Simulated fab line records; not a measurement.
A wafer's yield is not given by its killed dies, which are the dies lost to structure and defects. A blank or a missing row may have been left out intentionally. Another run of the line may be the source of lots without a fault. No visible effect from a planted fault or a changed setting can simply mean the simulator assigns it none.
Which tool was responsible?	flow nand harc	12 lots, 36 wafers sampled, at 5 steps of a route of 1159

WHAT EACH GAUGE READ, for each wafer
NHARC_END_SORT_01. Usual: defect limited yield 95.6 %, standard deviation 1.6; killed at array 26, standard deviation 11; killed at other 0.6, standard deviation 1; killed at periphery 3.1, standard deviation 2.1; killed dies 30, standard deviation 11; killed open 3.4, standard deviation 1.8; killed short 2.1, standard deviation 1.5; sort_bin_2_pct 1.3 %, standard deviation 0.64; sort_bin_3_pct 0.25 %, standard deviation 0.23; sort_bin_4_pct 2.8 %, standard deviation 1.1; sort n pass 647, standard deviation 11; sort rim yield pct 95.8 %, standard deviation 2.7; sort yield pct 95.6 %, standard deviation 1.6.
lot	measured	on	defect limited yield (%)	killed at array	killed at other	killed at periphery	killed dies	killed open	killed short	sort_bin_2_pct (%)	sort_bin_3_pct (%)	sort_bin_4_pct (%)	sort n pass	sort rim yield pct (%)	sort yield pct (%)	flag
L521	day 20 16:59	prober-01	96.2 95.7 95.1	21 26 27	0 0 1	5 3 5	26 29 33	5 3 4	2 4 2	1.3 1.8 1.5	0.15 0 0.44	2.4 2.5 3.0	651 648 644	96.2 96.2 95.3	96.2 95.7 95.1	
L524	day 20 17:45	prober-02	96.8 95.0 95.4	18 27 26	0 0 0	4 7 5	22 34 31	6 5 6	3 4 3	1.3 1.8 1.2	0.15 0.15 0.15	1.8 3.1 3.2	655 643 646	97.2 96.2 96.2	96.8 95.0 95.4	
L522	day 20 09:11	prober-01	97.0 97.2 98.1	16 15 9	0 1 0	4 3 4	20 19 13	3 4 5	3 2 0	0.4 1.2 0.6	0.30 0.15 0	2.2 1.5 1.3	657 658 664	97.2 94.3 97.2	97.0 97.2 98.1	
L528	day 21 06:38	prober-02	96.5 97.3 97.2	15 15 16	0 0 1	9 3 2	24 18 19	3 1 3	1 2 0	1.3 0.9 1.0	0.30 0 0	1.9 1.8 1.8	653 659 658	98.1 99.1 97.2	96.5 97.3 97.2	
L526	day 21 16:07	prober-01	95.1 95.7 0	32 26 27	1 0 647	0 3 3	33 29 677	2 4 4	2 1 2	1.2 0.7 96.6	0.30 0 0.15	3.4 3.5 3.2	644 648 0	96.2 95.3 0	95.1 95.7 0	OFF
L527	day 21 22:19	prober-01	0 94.4 95.4	25 34 28	649 1 2	3 3 1	677 38 31	1 3 3	4 1 1	97.5 1.6 0.9	0.15 0.74 0.59	2.4 3.2 3.1	0 639 646	0 95.3 98.1	0 94.4 95.4	OFF
L537	day 23 12:42	prober-02	96.0 97.3 96.2	18 11 21	6 1 2	3 6 3	27 18 26	4 1 5	2 3 3	0.9 0.6 0.7	0 0.15 0.44	3.1 1.9 2.7	650 659 651	99.1 93.4 97.2	96.0 97.3 96.2	
L542	day 24 11:25	prober-02	94.2 92.8 92.9	33 46 45	1 0 0	5 3 3	39 49 48	5 3 6	3 5 2	2.4 3.4 1.8	0.30 0.30 0.89	3.1 3.5 4.4	638 628 629	98.1 87.7 95.3	94.2 92.8 92.9	
L540	day 24 10:36	prober-01	96.0 96.0 96.8	24 20 19	1 0 0	2 7 3	27 27 22	7 3 3	4 5 0	1.8 1.3 1.2	0 0.15 0	2.2 2.5 2.1	650 650 655	94.3 94.3 99.1	96.0 96.0 96.8	
L541	day 24 19:11	prober-01	93.8 95.0 94.1	41 32 37	0 0 1	1 2 2	42 34 40	5 2 3	3 1 1	2.1 1.9 1.8	1.18 0.30 0.30	3.0 2.8 3.8	635 643 637	97.2 97.2 92.5	93.8 95.0 94.1	

WHICH TOOL RAN EACH LOT (tool, then ch and the chambers of the sampled wafers, then the start)
lot	NHARC_THIN_TSV_ETCHBACK_48	NHARC_THIN_TSV_PVD_51	NHARC_THIN_TSV_CMP_21	NHARC_THIN_TSV_DESCUM_35
L523	rie diel-03 ch 1,2,3, day 19 07:19	pvd sputter-02, day 19 08:01	cmp-02 ch 0,1, day 19 09:16	rie diel-05 ch 2,3, day 19 10:53
L521	rie diel-05 ch 2,3, day 19 11:31	pvd sputter-03, day 19 12:21	cmp-01 ch 0,2, day 19 13:43	rie diel-12 ch 1,2,3, day 19 15:32
L524	rie diel-03 ch 2,3, day 19 12:28	pvd sputter-02, day 19 13:26	cmp-02 ch 0,1,3, day 19 14:44	rie diel-03 ch 1,3, day 19 16:31
L522	rie diel-05 ch 1,2,3, day 19 13:47	pvd sputter-02, day 19 14:39	cmp-01 ch 1,2,3, day 19 15:58	rie diel-03 ch 1,3, day 19 17:41
L528	rie diel-03 ch 0,3, day 20 17:46	pvd sputter-03, day 20 18:35	cmp-02 ch 1,2,3, day 20 19:58	rie diel-12 ch 0,1,3, day 20 21:42
L526	rie diel-12 ch 1,2,3, day 20 20:08	pvd sputter-03, day 20 20:54	cmp-03 ch 0,2,3, day 20 22:11	rie diel-12 ch 0,1,2, day 20 23:50
L527	rie diel-03 ch 0,2, day 20 21:21	pvd sputter-03, day 20 22:09	cmp-03 ch 1,2,3, day 20 23:23	rie diel-03 ch 1,2, day 21 01:02
L537	rie diel-03 ch 0,2, day 22 21:04	pvd sputter-01, day 22 21:50	cmp-03 ch 2,3, day 22 23:08	rie diel-05 ch 1,2,3, day 23 00:55
L538	rie diel-05 ch 0,2,3, day 23 06:15	pvd sputter-01, day 23 07:02	cmp-01 ch 0,2, day 23 08:23	rie diel-12 ch 0,3, day 23 10:08
L542	rie diel-12 ch 0,1,3, day 23 21:36	pvd sputter-02, day 23 22:23	cmp-01 ch 1,3, day 23 23:41	rie diel-12 ch 0,1,3, day 24 01:18
L540	rie diel-03 ch 0,1,3, day 23 22:39	pvd sputter-02, day 23 23:28	cmp-01 ch 0,1,3, day 24 00:46	rie diel-12 ch 1,2,3, day 24 02:23
L541	rie diel-05 ch 0,2, day 24 00:31	pvd sputter-03, day 24 01:23	cmp-03 ch 1,2,3, day 24 02:38	rie diel-05 ch 0,1,2, day 24 04:26
- NHARC_THIN_TSV_ETCHBACK_48: etches the open film in C4F8/Ar, target depth 1028.5 nm, time 405.17 s.
- NHARC_THIN_TSV_PVD_51: deposits Cu, target thk 100 nm.
- NHARC_THIN_TSV_CMP_21: polishes, t overpolish 30 s, target thk 2000 nm.
- NHARC_THIN_TSV_DESCUM_35: chemistry O2, time 3 s.

WHAT THE TOOLS THEMSELVES READ (means of the sampled wafers that have a number; where no wafer has one, the mark that the record gives instead)
NHARC_THIN_TSV_ETCHBACK_48. Usual: oes product au 0.95 a.u., standard deviation 0.036; rf vpp V 545 V, standard deviation 3.2.
lot	tool	oes product au (a.u.)	rf vpp V (V)	flag
L523	rie diel-03	0.94	543	
L521	rie diel-05	0.95	543	
L524	rie diel-03	0.98	544	
L522	rie diel-05	1.00	543	
L528	rie diel-03	1.00	547	
L526	rie diel-12	0.92	544	
L527	rie diel-03	0.92	546	
L537	rie diel-03	0.91	545	
L538	rie diel-05	1.00	545	
L542	rie diel-12	0.93	543	
L540	rie diel-03	0.92	544	
L541	rie diel-05	0.92	548	

NHARC_THIN_TSV_PVD_51. Usual: throttle valve pct 30.4 %, standard deviation 1.5.
lot	tool	throttle valve pct (%)	flag
L523	pvd sputter-02	31.5	
L521	pvd sputter-03	29.8	
L524	pvd sputter-02	30.4	
L522	pvd sputter-02	30.7	
L528	pvd sputter-03	30.8	
L526	pvd sputter-03	32.3	
L527	pvd sputter-03	31.3	
L537	pvd sputter-01	30.4	
L538	pvd sputter-01	29.3	
L542	pvd sputter-02	30.7	
L540	pvd sputter-02	30.7	
L541	pvd sputter-03	30.6	

NHARC_THIN_TSV_CMP_21. Usual: edge zone pressure frac 1.000, standard deviation 0.0045; motor current A 12.4 A, standard deviation 0.95; overpolish run s 30.000 s, standard deviation 0.0083.
lot	tool	edge zone pressure frac	motor current A (A)	overpolish run s (s)	flag
L523	cmp-02	1.003	12.2	30.004	
L521	cmp-01	0.997	11.5	29.994	
L524	cmp-02	0.996	12.1	30.001	
L522	cmp-01	1.004	13.4	30.002	
L528	cmp-02	1.003	11.3	29.999	
L526	cmp-03	0.997	12.2	30.000	
L527	cmp-03	1.000	12.7	30.008	
L537	cmp-03	0.993	12.4	29.998	
L538	cmp-01	0.997	11.5	29.992	
L542	cmp-01	1.001	13.1	29.999	
L540	cmp-01	1.003	12.6	30.008	
L541	cmp-03	0.997	12.6	30.000	

NHARC_THIN_TSV_DESCUM_35. Usual: drypump motor current A 5.6 A, standard deviation 0.55; oes product au 1.001 a.u., standard deviation 0.0097; rf vpp V 57.5 V, standard deviation 0.88; showerhead plenum p Torr 1.86 Torr, standard deviation 0.082; throttle valve pct 11.312 %, standard deviation 0.01.
lot	tool	drypump motor current A (A)	oes product au (a.u.)	rf vpp V (V)	showerhead plenum p Torr (Torr)	throttle valve pct (%)	flag
L523	rie diel-05	6.0	1.003	56.7	1.82	11.313	
L521	rie diel-12	5.5	1.001	57.6	1.88	11.310	
L524	rie diel-03	5.8	1.020	57.8	1.81	11.319	
L522	rie diel-03	5.8	1.012	57.4	1.81	11.320	
L528	rie diel-12	6.2	1.000	57.7	1.81	11.302	
L526	rie diel-12	6.0	0.996	57.6	1.88	11.328	
L527	rie diel-03	5.3	0.998	57.6	1.78	11.320	
L537	rie diel-05	5.9	0.998	57.3	1.83	11.312	
L538	rie diel-12	5.8	1.005	56.8	1.79	11.318	
L542	rie diel-12	6.2	1.001	57.8	1.81	11.316	
L540	rie diel-12	5.5	1.002	57.3	1.87	11.314	
L541	rie diel-05	5.6	1.002	57.6	1.91	11.309	

THE ANSWER, worked out from the rows above alone
Rule: a lot is off if the mean of its wafers that have a number lies more than 3 standard deviations from the usual mean. Also off: a lot with no number at a reading for which 4 or more lots have one. Any other lot the step has rows for is counted as sound. First the gauges in route order, then the tools' own readings, where a lot's mean is used as printed above. The first step at which some lot is off is used, and at that step the reading that is off furthest; a lot without a number counts as furthest.
Off, at NHARC_END_SORT_01 on killed at other: L526, L527. Neither off nor sound, because the step has no rows for them: L523, L538.
A tool fits if, at a process step before that reading, it ran every lot that is off, and no sound lot after the first of them. Gauges at NHARC_END_SORT_01: tried the same way as those tools. No candidate that was tried fits.

WHAT THE SIMULATOR PUT IN
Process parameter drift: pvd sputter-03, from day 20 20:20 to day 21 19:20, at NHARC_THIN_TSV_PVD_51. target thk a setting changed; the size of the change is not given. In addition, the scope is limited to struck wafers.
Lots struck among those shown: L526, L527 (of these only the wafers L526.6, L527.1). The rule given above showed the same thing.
